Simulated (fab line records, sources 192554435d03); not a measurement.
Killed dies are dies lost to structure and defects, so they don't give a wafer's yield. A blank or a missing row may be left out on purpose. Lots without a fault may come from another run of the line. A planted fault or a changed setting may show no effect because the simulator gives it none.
Chamber matching | flow n5_finfet | N5_BEOL_M0_DEP_125 on pecvd-01: 3 sister chambers
The step deposits SiCN from 3MS/NH3, target thk 8 nm, time 14 s. 6 wafers are shown with their chamber, then 8 later ones without.

WAFERS WITH THEIR CHAMBER
wafer  | chamber | throttle_valve_pct (%) | showerhead_plenum_p_Torr (Torr)
L076.2 | 2       | 8.6                    | 3.663
L077.3 | 0       | 8.5                    | 3.686
L077.4 | 0       | 8.4                    | 3.682
L079.2 | 2       | 8.7                    | 3.666
L079.5 | 1       | 9.3                    | 3.678
L085.3 | 1       | 9.3                    | 3.689

WAFERS WITHOUT THEIR CHAMBER
wafer  | throttle_valve_pct (%) | showerhead_plenum_p_Torr (Torr)
L085.5 | 8.6                    | 3.690
L085.6 | 8.6                    | 3.654
L086.1 | 8.8                    | 3.694
L086.4 | 9.3                    | 3.690
L086.5 | 8.6                    | 3.651
L092.2 | 8.8                    | 3.683
L092.3 | 8.7                    | 3.681
L092.6 | 8.5                    | 3.710

WHICH CHAMBER EACH WENT THROUGH
wafer  | from the rows above     | in truth
L085.5 | 0                       | 0
L085.6 | 2                       | 2
L086.1 | can't be placed: 0 or 2 | 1
L086.4 | 1                       | 1
L086.5 | 2                       | 2
L092.2 | can't be placed: 2 or 0 | 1
L092.3 | can't be placed: 2 or 0 | 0
L092.6 | 0                       | 0
Placed correctly: 5 of 8. Can't be placed from these rows: 3 (the true chamber is among the candidates in 1). Placed wrongly: 0.
How it was worked out, from the rows above alone: a wafer's distance from a chamber is the root of the sum, over the readings, of the square of ((its reading less the chamber's mean) divided by the reading's scatter). The wafer belongs to the nearest chamber; if the next one is less than 2 further off, it can't be placed. A chamber's mean is the mean of its shown wafers. The scatter: the root of (the sum of the squares of (reading less its chamber's mean) over the shown wafers, divided by (wafers less chambers)).
